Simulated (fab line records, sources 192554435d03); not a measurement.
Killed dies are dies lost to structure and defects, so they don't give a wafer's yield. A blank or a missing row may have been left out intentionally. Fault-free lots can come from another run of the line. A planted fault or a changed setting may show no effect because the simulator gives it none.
Lot-split experiment | flow n5_finfet | on a route of 1938 steps: 7 lots, 39 wafers read

## SPLIT DETAILS
At N5_HKMG_FIN_HK_ALD_01 (deposits HfO2, target thk 1.6 nm, pulse time 3 s, purge time 3 s), the setting ald_cycles was moved away from the recipe's 30 on 12 of the 39 wafers read, by -26.7% to +46.7%. For the rest of the wafers, this setting stayed at what the recipe calls for.

## FROM THE SPLIT TO THE READING: what the file shows between them, 4 steps
- N5_HKMG_FIN_HK_ANNEAL_02: time 30 s
- N5_HKMG_FIN_ALD_74: deposits La2O3, target thk 0.5 nm, pulse time 6 s, co reactant pulse time 1 s
- N5_HKMG_FIN_WET_ETCH_82: etches La2O3 in dHCl, stops on HfO2, target depth 2 nm, rinse time 30 s
- N5_HKMG_FIN_ALD_36: deposits TiN, target thk 1 nm, pulse time 1 s, purge time 3 s

## THE READING
HK_THK, in nm, at N5_HKMG_FIN_THK_MEAS_70 (measures by xrf). A value of 1.587 nm with a standard deviation of 0.021 nm is what fault-free wafers of this fab line usually give.

wafer  | tool, chamber at the split | ald_cycles as run | against the recipe | HK_THK, nm | against lot-mates on the recipe
L075.1 | ald_hk-02, 3,0,1           | 44                | +46.7%             | 2.351      | +0.770
L075.2 | ald_hk-02, 1,0,2           | 30                | recipe             | 1.583      | -
L075.3 | ald_hk-02, 1,0,2           | 30                | recipe             | 1.589      | -
L075.4 | ald_hk-02, 1,0,2           | 30                | recipe             | 1.570      | -
L075.5 | ald_hk-02, 3,0,1           | 44                | +46.7%             | 2.336      | +0.755
L075.6 | ald_hk-02, 3,0,1           | 44                | +46.7%             | 2.349      | +0.768
L084.1 | ald_hk-01, 2,0,1,3,2,1     | 30                | recipe             | 1.596      | -
L084.2 | ald_hk-01, 2,0,1,3,2,1     | 30                | recipe             | 1.606      | -
L084.3 | ald_hk-01, 2,0,1,3,2,1     | 30                | recipe             | 1.591      | -
L084.4 | ald_hk-01, 2,0,1,3,2,1     | 30                | recipe             | 1.587      | -
L084.5 | ald_hk-01, 2,0,1,3,2,1     | 30                | recipe             | 1.615      | -
L084.6 | ald_hk-01, 2,0,1,3,2,1     | 30                | recipe             | 1.609      | -
L086.1 | ald_hk-03, 3,1,0           | 30                | recipe             | 1.567      | -
L086.2 | ald_hk-03, 3,1,0           | 30                | recipe             | 1.568      | -
L086.3 | ald_hk-03, 3,1,0           | 30                | recipe             | 1.549      | -
L087.1 | ald_hk-02, 1,3,3           | 30                | recipe             | 1.617      | -
L087.2 | ald_hk-02, 1,3,3           | 30                | recipe             | 1.636      | -
L087.3 | ald_hk-02, 0,2             | 43                | +43.3%             | 2.301      | +0.674
L087.4 | ald_hk-02, 0,2             | 43                | +43.3%             | 2.323      | +0.696
L087.5 | ald_hk-02, 1,3,3           | 30                | recipe             | 1.627      | -
L087.6 | ald_hk-02, 2               | 43                | +43.3%             | 2.287      | +0.660
L088.1 | ald_hk-01, 2,2,1           | 40                | +33.3%             | 2.097      | +0.528
L088.2 | ald_hk-01, 3,0,1           | 30                | recipe             | 1.585      | -
L088.3 | ald_hk-01, 3,0,1           | 30                | recipe             | 1.571      | -
L088.4 | ald_hk-01, 3,0,1           | 30                | recipe             | 1.551      | -
L088.5 | ald_hk-01, 2,2,1           | 40                | +33.3%             | 2.094      | +0.525
L088.6 | ald_hk-01, 2,2,1           | 40                | +33.3%             | 2.121      | +0.552
L089.1 | ald_hk-01, 0,3,2           | 22                | -26.7%             | 1.156      | -0.403
L089.2 | ald_hk-01, 2,1,3           | 30                | recipe             | 1.561      | -
L089.3 | ald_hk-01, 0,3,2           | 22                | -26.7%             | 1.133      | -0.426
L089.4 | ald_hk-01, 2,1,3           | 30                | recipe             | 1.555      | -
L089.5 | ald_hk-01, 2,1,3           | 30                | recipe             | 1.561      | -
L089.6 | ald_hk-01, 0,3,2           | 22                | -26.7%             | 1.154      | -0.405
L090.1 | ald_hk-03, 3,1,0,2,0,1     | 30                | recipe             | 1.589      | -
L090.2 | ald_hk-03, 3,1,0,2,0,1     | 30                | recipe             | 1.570      | -
L090.3 | ald_hk-03, 3,1,0,2,0,1     | 30                | recipe             | 1.583      | -
L090.4 | ald_hk-03, 3,1,0,2,0,1     | 30                | recipe             | 1.606      | -
L090.5 | ald_hk-03, 3,1,0,2,0,1     | 30                | recipe             | 1.627      | -
L090.6 | ald_hk-03, 3,1,0,2,0,1     | 30                | recipe             | 1.609      | -
Rows listing several chambers each stand for several wafers; the file does not say which wafer went through which chamber.

THE FIT
A straight line over all 39 wafers: HK_THK changes by +0.0162 nm for each +1% of ald_cycles; r = +1.00; the points scatter about the line by 0.023 nm.
The same after taking each lot's own level away (the mean of its wafers on the recipe; 39 wafers): +0.0159 nm for each +1%; r = +1.00; scatter 0.015 nm.
The reading moves by 0.74 nm for the largest change in ald_cycles, on that fit.
The span of the lots' own levels, 1.5590 to 1.6267 nm, comes to 3.2 times the standard deviation stated above.
The two slopes are in agreement: the lot-to-lot level therefore moves the slope only a little.
Check: for one of the wafers moved furthest among these (+46.7%), held out of the fit, the line's prediction against its lot-mates is +0.742 nm. Against them it came out at +0.77 nm.

## OTHER SPLITS ON THESE WAFERS
Before the reading, these wafers also passed through other splits. Each is held against what the fit with the lots' levels taken away leaves over:
other split on the same wafers        | wafers away from the commonest value | r with HK_THK (lot level and that fit taken away)
N5_FIN_SAQP_SPACER1_ALD_24 ald_cycles | 15                                   | +0.01
N5_DUMMY_GATE_CVD_03 time_s           | 30                                   | -0.08

## THE WHOLE CHAIN: every reading that the file lists as answering this split, in the file's order
step                    | what it does                                                     | reading                                                                            | change (the file's fit)                | r (the file's)
N5_HKMG_FIN_HK_ALD_01   | deposits HfO2, target thk 1.6 nm, pulse time 3 s, purge time 3 s | HfO2_of_HKMG_FIN_HK_ALD_01.thk_nm (the simulator's own value, which no gauge read) | +0.0165 nm for each +1% of the setting | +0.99
N5_HKMG_FIN_THK_MEAS_70 | measures by xrf                                                  | HK_THK                                                                             | +0.016 for each +1% of the setting     | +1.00

## FILE'S OWN FIT
HK_THK changes by +0.016 nm for each +1% of ald_cycles, r = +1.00.
